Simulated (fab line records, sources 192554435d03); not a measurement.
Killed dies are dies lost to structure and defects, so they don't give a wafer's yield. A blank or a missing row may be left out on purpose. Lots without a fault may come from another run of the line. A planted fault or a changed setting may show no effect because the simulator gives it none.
fab line records | flow n5_finfet
record lots=24 wafers=72 last_day=19
route steps=1938 shown BEOL_M5@1153
lots that met no fault: from a run of the same line without faults
start_h: hours from the record's first day to the start of the lot's first wafer shown | wait_h: hours since the lot's step before | " the same as in the row above | L1.1+2: a row that stands for several wafers | - no value, or no start given | * or withheld: withheld | < > ~ a bound
route shown NAME@n: a module of which the file shows steps, and the number in the route of the first | usual: mean/standard deviation of fault-free wafers | same: alike in all rows | chamber/n: place in a boat | sites: the reading at each site | _std_site: their standard deviation | _edge_site: outer sites' mean less inner sites' | radius_mm: how far each site lies from the wafer's centre | mask NAME#n: copy n | behind: the tool/chamber that last shaped the wafer | hold: why the lot was held/for how many hours/how that ended | device: the transistor (n, p or np) that didn't switch | end of line: the same wafers' tests at the end of the route | a step without rows: its recipe alone | killed: dies lost to structure and defects at the first sort, not the wafer's yield | map: a wafer's dies, x killed, . not, _ none there
set.NAME: the setting as run; set.NAME@STEP: as run at that earlier step | model.NAME: the simulator's own value behind a step, which no gauge read
steps of the route over a sample of lots; a table a step, a row a wafer
services: from which hour (start_h, from the record's first day; less than 0 if before it) a tool's chamber was out of use, for how many hours, and why
## steps
# step N5_BEOL_M5_ETCH_67
# recipe chemistry=CF4 target=SiARC target_depth_a=156 mask_material=CAR-EUV time_s=26 ion_energy_ev=80 pressure_mtorr=40 source_w=545 bias_w=36 Ar_flow_sccm=100 cf4_flow_sccm=100 ends=cleared
# usual chamber_pressure_mTorr=40.00/0.034 drypump_motor_current_A=5.8/0.5 etch_rf_on_time_s=26.1/0.69 oes_product_au=0.67/0.065 rf_vpp_V=184.0/1.1 showerhead_plenum_p_Torr=2.15/0.063 throttle_valve_pct=15.61/0.25
# columns lot.wafer tool chamber start_h wait_h chamber_pressure_mTorr drypump_motor_current_A etch_rf_on_time_s oes_product_au rf_hours_counter_h rf_vpp_V showerhead_plenum_p_Torr throttle_valve_pct
L075.2 rie_diel-03 3 207.42 0.0 40.00 4.7 26.1 0.65 141 182.6 2.06 15.62
L075.4 " 2 " " 39.96 5.1 25.7 0.69 99 183.8 2.15 15.50
L075.5 " 0 " " 39.99 5.5 26.2 0.78 - 185.2 2.18 15.45
L074.2 rie_diel-06 2 207.56 0.0 40.00 6.0 26.6 0.62 166 185.1 2.24 15.68
L074.5 " 2 " " 40.02 5.9 26.7 0.63 - 185.2 2.24 15.67
L074.6 " 1 " " 39.98 5.2 24.6 0.80 - 185.0 2.20 15.66
L078.1 rie_diel-03 2 213.87 0.0 39.96 5.0 25.9 0.67 100 183.1 2.15 15.48
L078.2 " 1 " " 39.99 5.0 25.5 0.69 106 183.0 2.07 15.80
L078.6 " 1 " " 39.94 5.0 25.3 0.70 - 183.6 2.07 15.81
L077.2 rie_diel-01 3 219.39 0.0 40.02 6.3 25.9 0.74 53 183.4 2.08 15.24
L077.3 " 1 " " 40.01 5.8 25.6 0.61 202 181.3 2.06 15.84
L077.6 " 2 " " 40.03 5.9 26.6 0.66 - 184.9 2.24 15.68
L076.2 rie_diel-06 1 225.78 0.0 39.98 5.2 25.1 0.78 24 184.0 2.19 15.67
L076.4 " 3 " " 40.05 6.0 27.3 0.63 - 183.1 2.14 15.57
L076.6 " 0 " " 40.02 6.6 27.0 0.75 - 183.8 2.18 15.10
L079.1 rie_diel-06 2 228.14 0.0 39.99 6.0 27.2 0.62 170 184.9 2.23 15.69
L079.4 " 0 " " 39.93 6.6 26.7 0.75 46 185.0 2.18 15.07
L079.5 " 0 " " 39.98 6.6 26.7 0.76 - 184.0 2.18 15.09
L080.1 rie_diel-06 2 231.25 0.0 39.99 6.0 26.5 0.62 171 185.0 2.23 15.70
L080.3 " 0 " " 39.96 6.6 26.4 0.75 47 185.7 2.18 15.09
L080.6 " 3 " " 40.02 6.0 27.0 0.63 - 183.0 2.14 15.59
L081.3 rie_diel-06 3 241.96 0.0 40.01 6.0 26.7 0.64 165 184.4 2.14 15.58
L081.5 " 0 " " 40.00 6.6 26.3 0.75 - 184.5 2.18 15.11
L081.6 " 1 " " 40.00 5.2 24.8 0.78 - 184.0 2.19 15.70
L082.3 rie_diel-01 0 247.46 0.0 40.09 6.0 27.0 0.59 193 183.7 2.13 15.86
L082.5 " 3 " " 39.94 6.2 26.2 0.72 - 183.7 2.08 15.25
L082.6 " 0 " " 39.99 6.0 26.8 0.59 - 184.2 2.13 15.86
L083.2 rie_diel-03 1 256.46 0.0 39.95 5.0 25.5 0.68 119 183.1 2.07 15.82
L083.3 " 2 " " 39.96 5.1 25.7 0.66 112 184.9 2.15 15.49
L083.4 " 0 " " 40.02 5.4 26.0 0.75 37 182.5 2.18 15.47
L085.4 rie_diel-01 1 259.75 0.0 40.00 5.8 25.7 0.61 213 181.9 2.05 15.87
L085.5 " 1 " " 40.01 5.8 25.6 0.61 - 182.6 2.05 15.87
L085.6 " 0 " " 40.03 6.0 26.6 0.59 - 184.3 2.13 15.88
L086.2 rie_diel-03 2 263.18 0.0 40.07 5.1 26.0 0.66 113 185.8 2.14 15.52
L086.5 " 3 " " 40.03 4.7 25.8 0.64 - 182.6 2.05 15.63
L086.6 " 2 " " 39.97 5.1 26.0 0.66 - 184.9 2.15 15.51
L084.1 rie_diel-06 0 264.21 0.0 40.01 6.6 25.9 0.75 56 185.6 2.18 15.11
L084.4 " 2 " " 39.91 5.9 26.2 0.61 181 186.5 2.23 15.71
L084.5 " 2 " " 40.02 5.9 26.6 0.62 - 184.6 2.23 15.70
L087.4 rie_diel-01 0 278.41 0.0 40.01 6.0 26.7 0.59 201 184.0 2.13 15.87
L087.5 " 1 " " 39.94 5.8 25.6 0.60 - 183.1 2.05 15.87
L087.6 " 0 " " 39.95 6.0 26.5 0.58 - 183.6 2.13 15.87
L088.2 rie_diel-06 1 285.40 0.0 40.00 5.2 24.7 0.76 42 184.2 2.19 15.73
L088.3 " 3 " " 40.02 6.0 26.8 0.62 177 183.4 2.14 15.60
L088.4 " 0 " " 40.02 6.6 26.2 0.75 62 183.5 2.18 15.13
L089.1 rie_diel-01 2 292.02 0.0 40.00 5.9 26.7 0.63 135 184.3 2.23 15.73
L089.5 " 1 " " 39.97 5.7 25.5 0.60 - 182.2 2.05 15.90
L089.6 " 2 " " 39.98 5.8 26.8 0.63 - 185.1 2.23 15.71
L090.3 rie_diel-01 1 296.16 0.0 40.01 5.8 25.1 0.60 227 183.1 2.05 15.90
L090.4 " 2 " " 40.01 5.9 26.3 0.63 137 185.0 2.23 15.73
L090.5 " 3 " " 39.95 6.3 26.0 0.71 - 183.4 2.08 15.30
L091.1 rie_diel-01 2 298.94 0.0 40.01 5.9 26.6 0.64 139 184.9 2.23 15.74
L091.2 " 1 " " 40.00 5.8 25.2 0.60 228 182.7 2.05 15.89
L091.4 " 0 " " 39.98 6.0 26.5 0.58 210 184.2 2.12 15.90
L093.3 rie_diel-01 1 303.84 0.0 40.04 5.8 25.8 0.59 230 182.9 2.05 15.91
L093.4 " 0 " " 40.00 6.0 26.8 0.57 212 183.7 2.12 15.90
L093.6 " 3 " " 39.99 6.3 26.4 0.70 - 183.9 2.07 15.32
L092.1 rie_diel-01 0 305.93 0.0 40.00 6.0 26.7 0.58 212 184.4 2.12 15.90
L092.3 " 2 " " 40.03 5.9 26.9 0.64 141 184.5 2.23 15.74
L092.5 " 2 " " 39.99 5.9 26.5 0.64 - 186.8 2.23 15.75
L094.1 rie_diel-06 2 323.49 0.0 40.00 6.0 26.8 0.60 199 185.7 2.22 15.77
L094.2 " 1 " " 39.94 5.2 24.7 0.74 57 185.4 2.18 15.75
L094.5 " 1 " " 40.05 5.2 24.7 0.74 - 185.5 2.18 15.75
L096.2 rie_diel-06 2 324.40 0.0 40.06 5.9 26.9 0.60 200 183.9 2.22 15.75
L096.3 " 3 " " 39.96 6.0 26.7 0.62 190 183.9 2.13 15.62
L096.6 " 1 " " 40.01 5.2 24.8 0.74 - 184.8 2.18 15.75
L095.1 rie_diel-01 1 333.86 0.0 40.01 5.8 25.7 0.60 238 184.2 2.04 15.91
L095.4 " 0 " " 39.95 6.0 27.3 0.57 221 184.2 2.12 15.92
L095.5 " 1 " " 40.00 5.8 25.7 0.60 - 183.1 2.04 15.92
L097.3 rie_diel-06 3 334.30 0.0 40.01 6.0 27.0 0.61 194 183.5 2.13 15.61
L097.4 " 2 " " 40.00 6.0 27.2 0.59 203 185.4 2.22 15.76
L097.5 " 2 " " 39.99 6.0 26.8 0.60 - 186.2 2.22 15.77
# step N5_BEOL_M5_STRIP_36
# recipe chemistry=N2/H2 power_w=450 temp_c=40 pressure_mtorr=20 rf_frequency_hz=6e+07 overash_fraction=0.3 bias_power_w=7 h2_frac=0.5 n2_flow_sccm=200 h2_flow_sccm=200
# usual chamber_pressure_mTorr=20.00/0.033 drypump_motor_current_A=5.8/0.5 oes_product_au=0.78/0.073 rf_vpp_V=59.3/1.4 showerhead_plenum_p_Torr=2.54/0.077 throttle_valve_pct=23.6/0.3
# columns lot.wafer tool chamber start_h wait_h chamber_pressure_mTorr drypump_motor_current_A oes_product_au rf_hours_counter_h rf_vpp_V showerhead_plenum_p_Torr throttle_valve_pct
L075.2 rie_diel-03 3 207.60 0.0 20.00 4.7 0.76 141 58.3 2.44 24.0
L075.4 " 2 " " 20.06 5.1 0.79 99 59.0 2.57 23.7
L075.5 " 0 " " 19.95 5.5 0.91 - 58.3 2.60 23.5
L074.2 rie_diel-06 2 207.74 0.0 20.04 6.0 0.75 166 57.9 2.64 23.6
L074.5 " 2 " " 19.99 6.0 0.75 - 58.2 2.64 23.6
L074.6 " 1 " " 20.00 5.2 0.92 - 56.4 2.60 23.9
L078.1 rie_diel-03 2 214.05 0.0 19.97 5.1 0.77 100 59.6 2.57 23.7
L078.2 " 1 " " 19.97 5.0 0.83 106 58.5 2.46 24.0
L078.6 " 1 " " 19.98 5.0 0.82 - 59.1 2.46 24.0
L077.2 rie_diel-01 3 219.56 0.0 20.01 6.2 0.85 53 60.3 2.46 23.1
L077.3 " 1 " " 19.95 5.8 0.70 203 59.0 2.42 23.9
L077.6 " 2 " " 19.98 5.9 0.77 - 57.8 2.65 23.4
L076.2 rie_diel-06 1 225.96 0.0 19.99 5.2 0.90 24 59.7 2.60 23.9
L076.4 " 3 " " 20.01 6.0 0.73 - 60.4 2.52 23.5
L076.6 " 0 " " 19.99 6.7 0.87 - 58.7 2.60 23.2
L079.1 rie_diel-06 2 228.32 0.0 20.01 6.0 0.74 170 57.6 2.64 23.6
L079.4 " 0 " " 19.94 6.6 0.88 46 61.2 2.60 23.2
L079.5 " 0 " " 20.02 6.6 0.89 - 60.8 2.60 23.2
L080.1 rie_diel-06 2 231.43 0.0 19.92 6.0 0.74 171 57.3 2.64 23.6
L080.3 " 0 " " 20.01 6.6 0.88 47 58.7 2.60 23.2
L080.6 " 3 " " 19.97 6.0 0.74 - 58.7 2.52 23.5
L081.3 rie_diel-06 3 242.14 0.0 19.99 6.0 0.74 165 59.0 2.52 23.5
L081.5 " 0 " " 20.00 6.6 0.87 - 59.3 2.60 23.2
L081.6 " 1 " " 20.03 5.2 0.89 - 58.0 2.59 23.9
L082.3 rie_diel-01 0 247.63 0.0 20.03 6.1 0.70 193 60.6 2.53 23.8
L082.5 " 3 " " 19.99 6.3 0.84 - 57.6 2.46 23.1
L082.6 " 0 " " 20.04 6.0 0.69 - 60.0 2.53 23.8
L083.2 rie_diel-03 1 256.63 0.0 20.00 5.0 0.81 119 60.0 2.45 24.0
L083.3 " 2 " " 19.95 5.1 0.77 112 59.9 2.57 23.8
L083.4 " 0 " " 20.01 5.5 0.89 37 59.1 2.60 23.5
L085.4 rie_diel-01 1 259.92 0.0 19.91 5.8 0.68 214 58.8 2.42 23.9
L085.5 " 1 " " 20.03 5.8 0.69 - 61.5 2.42 23.9
L085.6 " 0 " " 19.96 6.1 0.69 - 59.6 2.52 23.8
L086.2 rie_diel-03 2 263.36 0.0 19.97 5.1 0.77 113 58.3 2.57 23.8
L086.5 " 3 " " 19.97 4.7 0.76 - 60.1 2.43 24.0
L086.6 " 2 " " 20.00 5.1 0.77 - 60.3 2.57 23.8
L084.1 rie_diel-06 0 264.38 0.0 19.98 6.6 0.87 56 60.0 2.59 23.2
L084.4 " 2 " " 19.99 6.0 0.72 181 55.9 2.63 23.6
L084.5 " 2 " " 19.99 5.9 0.73 - 58.8 2.63 23.6
L087.4 rie_diel-01 0 278.58 0.0 19.93 6.1 0.70 202 60.1 2.52 23.8
L087.5 " 1 " " 20.03 5.8 0.69 - 59.3 2.42 23.9
L087.6 " 0 " " 20.01 6.1 0.69 - 60.0 2.52 23.8
L088.2 rie_diel-06 1 285.57 0.0 20.00 5.2 0.86 42 59.5 2.59 23.9
L088.3 " 3 " " 19.98 6.0 0.74 177 57.9 2.52 23.5
L088.4 " 0 " " 20.02 6.6 0.86 62 59.4 2.59 23.2
L089.1 rie_diel-01 2 292.20 0.0 19.99 5.9 0.75 135 62.1 2.64 23.5
L089.5 " 1 " " 20.02 5.8 0.69 - 58.9 2.41 23.9
L089.6 " 2 " " 19.97 5.9 0.75 - 57.5 2.64 23.5
L090.3 rie_diel-01 1 296.34 0.0 20.00 5.8 0.68 227 57.8 2.41 23.9
L090.4 " 2 " " 20.02 5.9 0.75 137 61.5 2.64 23.5
L090.5 " 3 " " 19.99 6.2 0.81 - 58.2 2.45 23.1
L091.1 rie_diel-01 2 299.12 0.0 20.00 5.9 0.74 139 56.7 2.64 23.4
L091.2 " 1 " " 20.03 5.8 0.69 228 56.6 2.41 23.9
L091.4 " 0 " " 20.03 6.1 0.69 210 59.2 2.52 23.8
L093.3 rie_diel-01 1 304.01 0.0 20.02 5.8 0.67 230 57.8 2.41 23.9
L093.4 " 0 " " 20.02 6.1 0.69 212 58.4 2.52 23.8
L093.6 " 3 " " 20.02 6.3 0.82 - 61.4 2.45 23.1
L092.1 rie_diel-01 0 306.11 0.0 20.03 6.1 0.68 212 58.8 2.52 23.8
L092.3 " 2 " " 20.00 5.9 0.75 141 59.1 2.64 23.5
L092.5 " 2 " " 20.06 5.9 0.74 - 59.4 2.64 23.4
L094.1 rie_diel-06 2 323.66 0.0 20.04 6.0 0.70 200 62.2 2.62 23.6
L094.2 " 1 " " 19.93 5.2 0.85 57 58.9 2.58 23.9
L094.5 " 1 " " 20.05 5.2 0.85 - 59.0 2.58 23.9
L096.2 rie_diel-06 2 324.57 0.0 19.98 5.9 0.70 200 60.5 2.62 23.6
L096.3 " 3 " " 20.03 6.0 0.72 190 58.2 2.51 23.5
L096.6 " 1 " " 20.00 5.2 0.85 - 60.3 2.58 23.9
L095.1 rie_diel-01 1 334.04 0.0 20.01 5.8 0.68 238 60.0 2.41 23.9
L095.4 " 0 " " 19.97 6.0 0.67 221 59.8 2.51 23.8
L095.5 " 1 " " 19.94 5.8 0.67 - 60.5 2.41 23.9
L097.3 rie_diel-06 3 334.47 0.0 20.03 6.0 0.73 194 60.5 2.51 23.5
L097.4 " 2 " " 20.02 6.0 0.71 204 59.3 2.62 23.6
L097.5 " 2 " " 19.98 6.0 0.71 - 59.7 2.62 23.6
# step N5_BEOL_M5_STRIP_91
# recipe chemistry=N2/H2 time_s=10 power_w=450 temp_c=40 pressure_mtorr=20 rf_frequency_hz=6e+07 bias_power_w=7 n2_flow_sccm=200 h2_flow_sccm=200
# usual chamber_pressure_mTorr=20.001/0.019 drypump_motor_current_A=5.8/0.5 oes_product_au=0.78/0.072 rf_vpp_V=59.1/0.86 showerhead_plenum_p_Torr=2.54/0.077 throttle_valve_pct=23.60/0.3
# columns lot.wafer tool chamber start_h wait_h chamber_pressure_mTorr drypump_motor_current_A oes_product_au rf_hours_counter_h rf_vpp_V showerhead_plenum_p_Torr throttle_valve_pct
L075.2 rie_diel-03 3 - - 20.009 4.7 0.75 141 59.0 2.44 24.00
L075.4 " 2 " " 20.009 5.1 0.77 99 59.1 2.57 23.74
L075.5 " 0 " " 19.955 5.5 0.90 - 59.5 2.60 23.50
L074.2 rie_diel-06 2 - - 20.019 6.0 0.74 166 59.0 2.64 23.59
L074.5 " 2 " " 19.993 6.0 0.75 - 58.5 2.64 23.58
L074.6 " 1 " " 19.996 5.2 0.92 - 59.4 2.60 23.88
L078.1 rie_diel-03 2 - - 20.001 5.1 0.78 100 59.4 2.57 23.75
L078.2 " 1 " " 20.011 5.0 0.83 106 58.8 2.46 23.96
L078.6 " 1 " " 20.028 5.0 0.82 - 60.6 2.46 23.96
L077.2 rie_diel-01 3 - - 20.014 6.3 0.86 53 58.5 2.46 23.08
L077.3 " 1 " " 20.036 5.8 0.71 203 59.5 2.42 23.86
L077.6 " 2 " " 19.996 5.9 0.77 - 58.7 2.65 23.40
L076.2 rie_diel-06 1 - - 20.016 5.2 0.90 24 59.6 2.59 23.87
L076.4 " 3 " " 20.006 6.0 0.75 - 60.8 2.52 23.49
L076.6 " 0 " " 19.999 6.6 0.88 - 58.5 2.60 23.19
L079.1 rie_diel-06 2 - - 20.013 6.0 0.75 170 58.9 2.64 23.58
L079.4 " 0 " " 20.020 6.6 0.89 46 59.0 2.60 23.18
L079.5 " 0 " " 19.987 6.6 0.90 - 58.4 2.60 23.18
L080.1 rie_diel-06 2 - - 19.995 6.0 0.74 171 60.1 2.64 23.59
L080.3 " 0 " " 19.972 6.6 0.87 47 57.8 2.60 23.19
L080.6 " 3 " " 19.963 6.0 0.74 - 59.0 2.52 23.49
L081.3 rie_diel-06 3 - - 20.000 6.0 0.75 165 60.4 2.52 23.49
L081.5 " 0 " " 19.998 6.6 0.88 - 60.2 2.60 23.18
L081.6 " 1 " " 20.023 5.2 0.90 - 59.5 2.59 23.91
L082.3 rie_diel-01 0 - - 20.025 6.1 0.71 193 59.5 2.53 23.81
L082.5 " 3 " " 19.965 6.3 0.83 - 58.0 2.46 23.08
L082.6 " 0 " " 20.014 6.1 0.70 - 58.7 2.53 23.83
L083.2 rie_diel-03 1 - - 20.054 5.0 0.80 119 58.3 2.45 23.98
L083.3 " 2 " " 20.011 5.1 0.76 112 59.3 2.57 23.76
L083.4 " 0 " " 20.004 5.5 0.89 37 58.9 2.60 23.49
L085.4 rie_diel-01 1 - - 20.050 5.8 0.69 214 58.3 2.42 23.88
L085.5 " 1 " " 19.994 5.8 0.69 - 57.3 2.42 23.88
L085.6 " 0 " " 20.028 6.1 0.69 - 60.5 2.52 23.82
L086.2 rie_diel-03 2 - - 19.992 5.1 0.78 113 58.2 2.57 23.76
L086.5 " 3 " " 20.017 4.7 0.75 - 59.0 2.43 24.02
L086.6 " 2 " " 20.001 5.1 0.77 - 58.0 2.57 23.76
L084.1 rie_diel-06 0 - - 19.990 6.6 0.87 56 58.9 2.59 23.19
L084.4 " 2 " " 20.009 6.0 0.73 181 61.1 2.63 23.58
L084.5 " 2 " " 20.000 6.0 0.73 - 58.8 2.63 23.59
L087.4 rie_diel-01 0 - - 19.982 6.0 0.70 202 59.1 2.52 23.82
L087.5 " 1 " " 20.011 5.8 0.69 - 60.8 2.42 23.89
L087.6 " 0 " " 20.012 6.0 0.69 - 60.4 2.52 23.85
L088.2 rie_diel-06 1 - - 19.998 5.2 0.86 42 58.8 2.59 23.92
L088.3 " 3 " " 19.990 6.0 0.74 177 58.5 2.52 23.49
L088.4 " 0 " " 20.005 6.6 0.86 62 59.5 2.59 23.20
L089.1 rie_diel-01 2 - - 19.962 5.9 0.76 135 60.7 2.64 23.44
L089.5 " 1 " " 19.949 5.8 0.69 - 59.1 2.41 23.89
L089.6 " 2 " " 20.044 5.8 0.74 - 59.3 2.64 23.44
L090.3 rie_diel-01 1 - - 20.003 5.8 0.68 227 57.8 2.41 23.89
L090.4 " 2 " " 19.988 5.9 0.75 138 60.6 2.64 23.47
L090.5 " 3 " " 20.014 6.2 0.82 - 58.6 2.45 23.09
L091.1 rie_diel-01 2 - - 20.013 5.9 0.74 139 58.8 2.64 23.45
L091.2 " 1 " " 19.981 5.8 0.68 228 57.1 2.41 23.89
L091.4 " 0 " " 19.982 6.0 0.68 210 58.3 2.52 23.84
L093.3 rie_diel-01 1 - - 20.007 5.8 0.67 230 58.6 2.41 23.89
L093.4 " 0 " " 19.997 6.1 0.69 212 57.8 2.52 23.84
L093.6 " 3 " " 20.009 6.3 0.82 - 58.7 2.45 23.08
L092.1 rie_diel-01 0 - - 20.004 6.0 0.68 213 59.8 2.52 23.82
L092.3 " 2 " " 19.994 5.9 0.74 141 59.8 2.64 23.45
L092.5 " 2 " " 19.974 5.8 0.74 - 59.1 2.64 23.45
L094.1 rie_diel-06 2 - - 20.003 6.0 0.72 200 59.5 2.62 23.63
L094.2 " 1 " " 20.025 5.2 0.85 57 58.8 2.58 23.92
L094.5 " 1 " " 20.008 5.2 0.85 - 59.7 2.58 23.95
L096.2 rie_diel-06 2 - - 20.007 6.0 0.71 200 60.3 2.62 23.64
L096.3 " 3 " " 20.015 5.9 0.72 190 57.9 2.51 23.53
L096.6 " 1 " " 19.988 5.2 0.84 - 58.9 2.58 23.93
L095.1 rie_diel-01 1 - - 20.034 5.8 0.68 238 59.9 2.41 23.91
L095.4 " 0 " " 19.981 6.0 0.67 221 58.6 2.51 23.85
L095.5 " 1 " " 20.010 5.8 0.67 - 58.9 2.41 23.92
L097.3 rie_diel-06 3 - - 19.971 6.0 0.71 194 59.1 2.51 23.53
L097.4 " 2 " " 20.023 6.0 0.71 204 61.1 2.62 23.62
L097.5 " 2 " " 19.973 6.0 0.71 - 60.1 2.62 23.65
# step N5_BEOL_M5_DEGAS_44
# recipe ambient=vacuum temp_c=250 time_s=60
# usual heater_power_w=341/34
# columns lot.wafer tool chamber start_h wait_h heater_power_w
L075.2 pvd_sputter-02 - 208.36 0.3 354
L075.4 " - " " 305
L075.5 " - " " 352
L074.2 pvd_sputter-01 - 209.31 1.0 330
L074.5 " - " " 287
L074.6 " - " " 345
L078.1 pvd_sputter-01 - 214.83 0.3 353
L078.2 " - " " 348
L078.6 " - " " 351
L077.2 pvd_sputter-02 - 220.95 0.9 395
L077.3 " - " " 346
L077.6 " - " " 309
L076.2 pvd_sputter-01 - 226.90 0.4 329
L076.4 " - " " 287
L076.6 " - " " 358
L079.1 pvd_sputter-01 - 229.02 0.3 326
L079.4 " - " " 336
L079.5 " - " " 330
L080.1 pvd_sputter-02 - 232.25 0.4 390
L080.3 " - " " 359
L080.6 " - " " 314
L081.3 pvd_sputter-02 - 243.44 0.8 346
L081.5 " - " " 402
L081.6 " - " " 303
L082.3 pvd_sputter-03 - 248.67 0.3 295
L082.5 " - " " 378
L082.6 " - " " 319
L083.2 pvd_sputter-01 - 257.77 0.2 333
L083.3 " - " " 324
L083.4 " - " " 353
L085.4 pvd_sputter-02 - 260.87 0.2 303
L085.5 " - " " 407
L085.6 " - " " 360
L086.2 pvd_sputter-01 - 264.69 0.8 354
L086.5 " - " " 291
L086.6 " - " " 353
L084.1 pvd_sputter-01 - 265.33 0.5 343
L084.4 " - " " 334
L084.5 " - " " 288
L087.4 pvd_sputter-02 - 279.62 0.5 300
L087.5 " - " " 309
L087.6 " - " " 409
L088.2 pvd_sputter-02 - 287.24 0.9 364
L088.3 " - " " 313
L088.4 " - " " 400
L089.1 pvd_sputter-03 - 293.30 0.6 317
L089.5 " - " " 374
L089.6 " - " " 312
L090.3 pvd_sputter-03 - 297.18 0.3 295
L090.4 " - " " 312
L090.5 " - " " 371
L091.1 pvd_sputter-02 - 300.11 0.6 353
L091.2 " - " " 359
L091.4 " - " " 313
L093.3 pvd_sputter-02 - 305.10 0.5 363
L093.4 " - " " 353
L093.6 " - " " 341
L092.1 pvd_sputter-01 - 306.89 0.3 350
L092.3 " - " " 338
L092.5 " - " " 345
L094.1 pvd_sputter-01 - 325.13 1.0 341
L094.2 " - " " 332
L094.5 " - " " 344
L096.2 pvd_sputter-03 - 325.34 0.3 315
L096.3 " - " " 374
L096.6 " - " " 291
L095.1 pvd_sputter-03 - 334.75 0.3 283
L095.4 " - " " 373
L095.5 " - " " 370
L097.3 pvd_sputter-03 - 335.18 0.2 366
L097.4 " - " " 324
L097.5 " - " " 382
# step N5_BEOL_M5_SPUTTER_48
# recipe material=Cu target_thk_a=150 temp_c=-20 chamber_pressure_pa=0.07 power_w=withheld time_s=27.62
# usual throttle_valve_pct=30.3/0.94
# columns lot.wafer tool chamber start_h wait_h throttle_valve_pct
L075.2 pvd_sputter-03 - 209.19 0.1 31.6
L075.4 " - " " 31.3
L075.5 " - " " 31.7
L074.2 pvd_sputter-01 - 209.89 0.1 28.0
L074.5 " - " " 30.1
L074.6 " - " " 30.5
L078.1 pvd_sputter-02 - 216.20 0.6 31.8
L078.2 " - " " 29.7
L078.6 " - " " 31.8
L077.2 pvd_sputter-01 - 221.95 0.2 30.1
L077.3 " - " " 30.4
L077.6 " - " " 27.8
L076.2 pvd_sputter-02 - 227.65 0.1 29.3
L076.4 " - " " 30.1
L076.6 " - " " 29.7
L079.1 pvd_sputter-01 - 231.17 0.1 28.2
L079.4 " - " " 30.2
L079.5 " - " " 30.3
L080.1 pvd_sputter-02 - 233.13 0.2 31.9
L080.3 " - " " 30.1
L080.6 " - " " 29.7
L081.3 pvd_sputter-03 - 244.08 0.1 31.1
L081.5 " - " " 30.1
L081.6 " - " " 30.0
L082.3 pvd_sputter-03 - 249.39 0.1 31.7
L082.5 " - " " 30.0
L082.6 " - " " 31.8
L083.2 pvd_sputter-01 - 260.26 1.5 28.4
L083.3 " - " " 30.4
L083.4 " - " " 30.3
L085.4 pvd_sputter-02 - 261.65 0.1 31.6
L085.5 " - " " 29.6
L085.6 " - " " 31.7
L086.2 pvd_sputter-01 - 265.41 0.1 30.1
L086.5 " - " " 30.6
L086.6 " - " " 30.2
L084.1 pvd_sputter-03 - 266.19 0.1 31.9
L084.4 " - " " 31.1
L084.5 " - " " 31.7
L087.4 pvd_sputter-03 - 280.45 0.1 29.9
L087.5 " - " " 29.7
L087.6 " - " " 31.3
L088.2 pvd_sputter-03 - 288.01 0.1 31.4
L088.3 " - " " 29.8
L088.4 " - " " 31.4
L089.1 pvd_sputter-02 - 295.12 1.3 31.5
L089.5 " - " " 30.2
L089.6 " - " " 30.4
L090.3 pvd_sputter-01 - 299.34 0.1 30.2
L090.4 " - " " 30.3
L090.5 " - " " 30.1
L091.1 pvd_sputter-03 - 301.13 0.1 31.3
L091.2 " - " " 30.1
L091.4 " - " " 31.6
L093.3 pvd_sputter-02 - 305.90 0.2 29.4
L093.4 " - " " 29.7
L093.6 " - " " 30.3
L092.1 pvd_sputter-01 - 309.58 0.2 30.0
L092.3 " - " " 28.3
L092.5 " - " " 27.9
L094.1 pvd_sputter-01 - 325.75 0.1 30.0
L094.2 " - " " 30.3
L094.5 " - " " 30.5
L096.2 pvd_sputter-03 - 325.94 0.1 29.8
L096.3 " - " " 31.8
L096.6 " - " " 31.6
L095.1 pvd_sputter-03 - 335.33 0.1 29.8
L095.4 " - " " 31.7
L095.5 " - " " 29.8
L097.3 pvd_sputter-02 - 335.72 0.1 30.3
L097.4 " - " " 29.6
L097.5 " - " " 31.5
# step N5_BEOL_M5_ANNEAL_49
# recipe temp_c=400 time_s=1800 ambient=vacuum
# usual heater_power_w=850/86
# columns lot.wafer tool chamber start_h wait_h heater_power_w
L075.2 pvd_sputter-03 - 209.27 0.0 788
L075.4 " - " " 724
L075.5 " - " " 799
L074.2 pvd_sputter-01 - 209.97 0.0 865
L074.5 " - " " 709
L074.6 " - " " 897
L078.1 pvd_sputter-02 - 216.28 0.0 924
L078.2 " - " " 877
L078.6 " - " " 883
L077.2 pvd_sputter-01 - 222.03 0.0 819
L077.3 " - " " 724
L077.6 " - " " 824
L076.2 pvd_sputter-02 - 227.73 0.0 782
L076.4 " - " " 881
L076.6 " - " " 773
L079.1 pvd_sputter-01 - 231.25 0.0 827
L079.4 " - " " 731
L079.5 " - " " 713
L080.1 pvd_sputter-02 - 233.21 0.0 892
L080.3 " - " " 862
L080.6 " - " " 762
L081.3 pvd_sputter-03 - 244.16 0.0 712
L081.5 " - " " 943
L081.6 " - " " 919
L082.3 pvd_sputter-03 - 249.47 0.0 785
L082.5 " - " " 934
L082.6 " - " " 790
L083.2 pvd_sputter-01 - 260.34 0.0 857
L083.3 " - " " 882
L083.4 " - " " 811
L085.4 pvd_sputter-02 - 261.73 0.0 906
L085.5 " - " " 777
L085.6 " - " " 892
L086.2 pvd_sputter-01 - 265.49 0.0 837
L086.5 " - " " 870
L086.6 " - " " 824
L084.1 pvd_sputter-03 - 266.27 0.0 807
L084.4 " - " " 732
L084.5 " - " " 820
L087.4 pvd_sputter-03 - 280.53 0.0 943
L087.5 " - " " 926
L087.6 " - " " 716
L088.2 pvd_sputter-03 - 288.09 0.0 770
L088.3 " - " " 937
L088.4 " - " " 725
L089.1 pvd_sputter-02 - 295.20 0.0 910
L089.5 " - " " 850
L089.6 " - " " 1004
L090.3 pvd_sputter-01 - 299.42 0.0 818
L090.4 " - " " 721
L090.5 " - " " 833
L091.1 pvd_sputter-03 - 301.21 0.0 720
L091.2 " - " " 943
L091.4 " - " " 798
L093.3 pvd_sputter-02 - 305.98 0.0 748
L093.4 " - " " 870
L093.6 " - " " 996
L092.1 pvd_sputter-01 - 309.66 0.0 813
L092.3 " - " " 847
L092.5 " - " " 836
L094.1 pvd_sputter-01 - 325.83 0.0 698
L094.2 " - " " 831
L094.5 " - " " 695
L096.2 pvd_sputter-03 - 326.02 0.0 939
L096.3 " - " " 806
L096.6 " - " " 814
L095.1 pvd_sputter-03 - 335.41 0.0 917
L095.4 " - " " 772
L095.5 " - " " 907
L097.3 pvd_sputter-02 - 335.80 0.0 981
L097.4 " - " " 758
L097.5 " - " " 884
## services
# columns tool chamber start_h hours kind
rie_diel-06 2 224.10 3.8 repair
rie_diel-03 2 257.70 2.6 repair
pvd_sputter-01 - 272.01 0.5 repair
rie_diel-03 - 281.46 14.6 pm
## key
fault none
